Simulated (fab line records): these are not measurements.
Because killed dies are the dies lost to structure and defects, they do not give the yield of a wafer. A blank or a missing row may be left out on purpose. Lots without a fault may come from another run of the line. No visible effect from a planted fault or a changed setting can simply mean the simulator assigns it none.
Lot-split experiment    flow n5-finfet    route with 1938 steps; 7 lots, 21 wafers read

## SPLIT DETAILS
At N5_BEOL_M11_TRENCH_ETCH_37 (etches SiCOH lowk in C4F6/O2, target depth 148.83 nm, time 48 s), the setting bias-w was moved away from the recipe's 185 W on 10 of the 21 wafers read, by -16.5% to +12.8%. The other wafers ran this setting at the recipe's value.

The reading is taken at the split's own step.

## THE READING
rf-vpp-V, in V, at N5_BEOL_M11_TRENCH_ETCH_37 (etches SiCOH lowk in C4F6/O2, target depth 148.83 nm, time 48 s). Typical for fault-free wafers on this fab line: 668 V, with standard deviation 10 V.

wafer   tool, chamber at the split  bias-w as run, W  against the recipe  rf-vpp-V, V  against lot-mates on the recipe
L075.3  rie-diel-01, 1              185               recipe              671          -
L075.5  rie-diel-01, 1              185               recipe              668          -
L075.6  rie-diel-01, 0              185               recipe              683          -
L080.1  rie-diel-04, 2              208.6             +12.8%              733          no lot-mate on the recipe
L080.2  rie-diel-04, 1              208.6             +12.8%              733          no lot-mate on the recipe
L080.4  rie-diel-04, 0              208.6             +12.8%              747          no lot-mate on the recipe
L081.1  rie-diel-04, 2              165.6             -10.5%              609          -58
L081.4  rie-diel-04, 1              185               recipe              667          -
L081.6  rie-diel-04, 0              165.6             -10.5%              621          -46
L087.1  rie-diel-01, 2              185               recipe              649          -
L087.3  rie-diel-01, 3              185               recipe              665          -
L087.4  rie-diel-01, 0              185               recipe              681          -
L089.2  rie-diel-01, 1              185               recipe              671          -
L089.4  rie-diel-01, 0              203.1             +9.8%               734          +64
L089.5  rie-diel-01, 1              185               recipe              670          -
L090.1  rie-diel-03, 3              154.4             -16.5%              578          -88
L090.2  rie-diel-03, 2              185               recipe              666          -
L090.5  rie-diel-03, 2              154.4             -16.5%              577          -89
L094.1  rie-diel-03, 3              185               recipe              666          -
L094.5  rie-diel-03, 2              173.9             -6.0%               635          -31
L094.6  rie-diel-03, 3              173.9             -6.0%               633          -33

FIT RESULTS
A straight line over all 21 wafers: rf-vpp-V changes by +5.52 V for each +1% of bias-w; r = +0.99; the points scatter about the line by 7.8 V.
The same after taking each lot's own level away (the mean of its wafers on the recipe; 18 wafers): +5.46 V for each +1%; r = +0.98; scatter 7.2 V.
Per that fit: largest bias-w move, reading shift of 90 V.
From 665.0 to 674.0 V: that is the span of the lots' own levels, equal to 0.9 times the standard deviation above.
The two slopes are in agreement: the lot-to-lot level therefore moves the slope only a little.
Check: -89.2 V against its lot-mates is what the line predicts for one of the wafers moved furthest among these (-16.5%) when that wafer is left out of the fit. Against them it came out at -88 V.
Tool readings at the split's step, against how far the setting was moved: rf-vpp-V r = +0.99.

## ADDITIONAL SPLITS CARRIED BY THESE WAFERS
Note: prior to the reading, these wafers also went through further splits. Each is held against what the fit with the lots' levels taken away leaves over:
other split on the same wafers     wafers away from the commonest value  r with rf-vpp-V (lot level and that fit taken away)
N5_BEOL_M9_HM_DEP_02 target-thk-a  8                                     +0.00
N5_BEOL_M10_ETCH_62 time-s         9                                     -0.10
N5_BEOL_M10_COAT_64 spin-rpm       7                                     +0.06

## FILE'S OWN FIT
rf-vpp-V changes by +5.49 V for each +1% of bias-w, r = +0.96.
